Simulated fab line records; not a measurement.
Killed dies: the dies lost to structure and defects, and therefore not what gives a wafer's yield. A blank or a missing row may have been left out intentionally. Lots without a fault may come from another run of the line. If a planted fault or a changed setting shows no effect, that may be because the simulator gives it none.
Matching of chambers :: flow n5 finfet :: cvd co-01 running N5_BEOL_M5_CO_CAP_78: 3 sister chambers
The step material Co, precursor CCTBA/H2, target thk 2 nm, time 102.1 s. 3 wafers are shown with their chamber, then 12 later ones without.

## WAFERS, EACH WITH ITS CHAMBER
wafer: L082.4
chamber: 2
heater power w (W): 264

wafer: L091.5
chamber: 0
heater power w (W): 241

wafer: L091.6
chamber: 1
heater power w (W): 287

## WAFERS MISSING THEIR CHAMBER
wafer: L092.1
heater power w (W): 261

wafer: L092.2
heater power w (W): 244

wafer: L092.5
heater power w (W): 266

wafer: L093.3
heater power w (W): 237

wafer: L093.4
heater power w (W): 262

wafer: L093.6
heater power w (W): 242

wafer: L095.1
heater power w (W): 245

wafer: L095.2
heater power w (W): 298

wafer: L095.3
heater power w (W): 256

wafer: L095.4
heater power w (W): 258

wafer: L095.5
heater power w (W): 241

wafer: L095.6
heater power w (W): 293

## THE CHAMBER EACH PASSED THROUGH
wafer: L092.1
from the rows above: 2
in truth: 2

wafer: L092.2
from the rows above: 0
in truth: 0

wafer: L092.5
from the rows above: 2
in truth: 2

wafer: L093.3
from the rows above: 0
in truth: 0

wafer: L093.4
from the rows above: 2
in truth: 2

wafer: L093.6
from the rows above: 0
in truth: 0

wafer: L095.1
from the rows above: 0
in truth: 0

wafer: L095.2
from the rows above: 1
in truth: 1

wafer: L095.3
from the rows above: can't be placed: 2 or 0
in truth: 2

wafer: L095.4
from the rows above: 2
in truth: 2

wafer: L095.5
from the rows above: 0
in truth: 0

wafer: L095.6
from the rows above: 1
in truth: 1
Correctly placed: 11 of 12. From these rows, 1 cannot be placed; in 1 the true chamber is one of the candidates. Wrongly placed: 0.
How it was worked out, from the rows above alone: a wafer's distance from a chamber is the root of the sum, over the readings, of the square of ((its reading less the chamber's mean) divided by the reading's scatter). If the next closest chamber is less than 2 further off than the closest, the wafer can't be placed; otherwise it belongs to the closest. A chamber's mean is the mean of its shown wafers. The scatter: with one shown wafer a chamber, the root of the mean of the squares of how far each hidden wafer lies from its nearest shown one.
